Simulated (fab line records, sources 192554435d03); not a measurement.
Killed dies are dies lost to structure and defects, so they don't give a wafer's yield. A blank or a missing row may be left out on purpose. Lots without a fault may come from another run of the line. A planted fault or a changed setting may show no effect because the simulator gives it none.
Chamber matching | flow n5_finfet | N5_BEOL_M8_DEP_56 on pecvd-02: 3 sister chambers
The step deposits SiCN from 3MS/NH3, target thk 10 nm, time 17.5 s. 22 wafers are shown with their chamber, then 11 later ones without.

WAFERS WITH THEIR CHAMBER
wafer  | chamber | throttle_valve_pct (%) | showerhead_plenum_p_Torr (Torr) | showerhead_vpp_V (V)
L074.3 | 0       | 8.9                    | 3.654                           | 869
L074.4 | 2       | 8.6                    | 3.647                           | 844
L074.5 | 1       | 9.6                    | 3.655                           | 856
L076.2 | 1       | 9.4                    | 3.655                           | 842
L076.3 | 2       | 8.5                    | 3.654                           | 834
L076.6 | 1       | 9.8                    | 3.656                           | 874
L077.1 | 0       | 9.2                    | 3.671                           | 851
L077.3 | 1       | 9.4                    | 3.662                           | 863
L077.6 | 1       | 9.4                    | 3.655                           | 849
L080.2 | 2       | 8.7                    | 3.641                           | 827
L080.4 | 2       | 8.6                    | 3.633                           | 840
L080.6 | 1       | 9.6                    | 3.649                           | 836
L085.2 | 2       | 8.5                    | 3.643                           | 859
L085.3 | 0       | 9.4                    | 3.660                           | 864
L085.6 | 2       | 8.7                    | 3.644                           | 848
L083.1 | 0       | 9.2                    | 3.659                           | 878
L083.4 | 0       | 9.1                    | 3.663                           | 864
L083.5 | 2       | 8.5                    | 3.646                           | 842
L089.2 | 0       | 9.3                    | 3.657                           | 874
L089.5 | 2       | 8.7                    | 3.651                           | 839
L089.6 | 1       | 9.8                    | 3.648                           | 859
L092.2 | 2       | 8.5                    | 3.640                           | 837

SIGNATURES (means of the wafers above)
reading                  | chamber 0 | chamber 1 | chamber 2 | scatter within a chamber
throttle_valve_pct       | 9.183     | 9.571     | 8.589     | 0.147
showerhead_plenum_p_Torr | 3.66067   | 3.65429   | 3.64433   | 0.00568
showerhead_vpp_V         | 866.67    | 854.14    | 841.11    | 10.5
Rule: a wafer's distance from a chamber is the root of the sum, over the readings, of the square of ((its reading less the chamber's mean) divided by the reading's scatter). The wafer belongs to the nearest chamber; if the next one is less than 2 further off, it can't be placed. The scatter: the root of (the sum of the squares of (reading less its chamber's mean) over the shown wafers, divided by (wafers less chambers)).

WAFERS WITHOUT THEIR CHAMBER
wafer  | throttle_valve_pct (%) | showerhead_plenum_p_Torr (Torr) | showerhead_vpp_V (V)
L092.4 | 9.6                    | 3.657                           | 881
L092.5 | 8.4                    | 3.641                           | 838
L094.2 | 9.3                    | 3.662                           | 891
L094.4 | 8.5                    | 3.639                           | 844
L094.6 | 9.3                    | 3.662                           | 882
L093.3 | 9.2                    | 3.649                           | 871
L093.5 | 8.6                    | 3.648                           | 842
L093.6 | 9.3                    | 3.659                           | 879
L096.1 | 9.5                    | 3.661                           | 879
L096.5 | 8.6                    | 3.647                           | 831
L096.6 | 9.8                    | 3.657                           | 871

WHICH CHAMBER EACH WENT THROUGH
wafer  | from the rows above     | in truth
L092.4 | can't be placed: 1 or 0 | 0
L092.5 | 2                       | 2
L094.2 | can't be placed: 0 or 1 | 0
L094.4 | 2                       | 2
L094.6 | can't be placed: 0 or 1 | 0
L093.3 | can't be placed: 0 or 1 | 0
L093.5 | 2                       | 2
L093.6 | can't be placed: 0 or 1 | 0
L096.1 | can't be placed: 0 or 1 | 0
L096.5 | 2                       | 2
L096.6 | can't be placed: 1 or 0 | 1
Placed correctly: 4 of 11. Can't be placed from these rows: 7 (the true chamber is among the candidates in 7). Placed wrongly: 0.
